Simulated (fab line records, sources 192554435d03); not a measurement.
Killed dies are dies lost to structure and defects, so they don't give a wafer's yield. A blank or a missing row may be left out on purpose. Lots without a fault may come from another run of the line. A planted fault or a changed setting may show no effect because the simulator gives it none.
Which tool did it? | flow n5_finfet | 11 lots, 33 wafers sampled, at 2 steps of a route of 1938

WHAT THE GAUGES READ, wafer by wafer
N5_BEOL_M6_CD_MEAS_35: target cd 40 nm, target cd y 28 nm.
lot  | measured     | on        | cd_nm (nm)
L076 | day 11 17:31 | cd_sem-02 | 39.8 38.5 39.5
L078 | day 11 18:08 | cd_sem-02 | 39.4 39.4 39.5
L079 | day 12 14:41 | cd_sem-01 | 39.2 39.6 39.7
L084 | day 13 20:02 | cd_sem-01 | 40.7 40.0 39.9
L080 | day 14 06:49 | cd_sem-02 | 38.8 39.4 39.6
L087 | day 14 13:29 | cd_sem-02 | 40.0 39.4 38.8
L088 | day 15 02:35 | cd_sem-03 | 39.9 40.4 39.2
L090 | day 15 21:31 | cd_sem-03 | 38.5 39.9 39.7
L095 | day 16 07:44 | cd_sem-01 | 39.6 39.7 40.4
L092 | day 17 00:36 | cd_sem-03 | 38.7 39.4 37.8
L097 | day 17 09:04 | cd_sem-02 | 39.1 38.9 39.1

WHICH TOOL RAN EACH LOT (tool, then ch and the chambers of the sampled wafers, then the start)
lot  | N5_BEOL_M6_TRENCH_ETCH_37
L076 | rie_diel-05 ch 0,1, day 11 17:31 or earlier
L078 | rie_diel-02 ch 0,2,3, day 11 18:08 or earlier
L079 | rie_diel-03 ch 1,2,3, day 12 14:41 or earlier
L084 | rie_diel-02 ch 0,1, day 13 20:02 or earlier
L080 | rie_diel-05 ch 1,2, day 14 06:49 or earlier
L087 | rie_diel-03 ch 0,1,3, day 14 13:29 or earlier
L088 | rie_diel-02 ch 1,3, day 15 02:35 or earlier
L090 | rie_diel-05 ch 0,1, day 15 21:31 or earlier
L095 | rie_diel-03 ch 1,2, day 16 07:44 or earlier
L092 | rie_diel-02 ch 0,3, day 17 00:36 or earlier
L097 | rie_diel-05 ch 0,1, day 17 09:04 or earlier
- N5_BEOL_M6_TRENCH_ETCH_37: etches SiCOH lowk in C4F6/O2, target depth 94.435 nm, time 31.5 s.

THE ANSWER, worked out from the rows above alone
Rule: what is usual is taken from the lots themselves. Put in order of their means at a reading, lots are off if they are a third of the lots or fewer, leave a main group of 4 or more, and stand apart from it by a gap of 3 or more times the standard deviation of the main group's means; of several such gaps the widest counts. A main group whose means are all the same, to the digits that the tables above print for the reading, isn't used. A lot without any number at a reading at which 4 lots or more have one is off too. The other lots that the step has rows for count as sound.
No lot is off at any reading shown: from this, nothing can be told.

WHAT THE SIMULATOR HAD PUT IN
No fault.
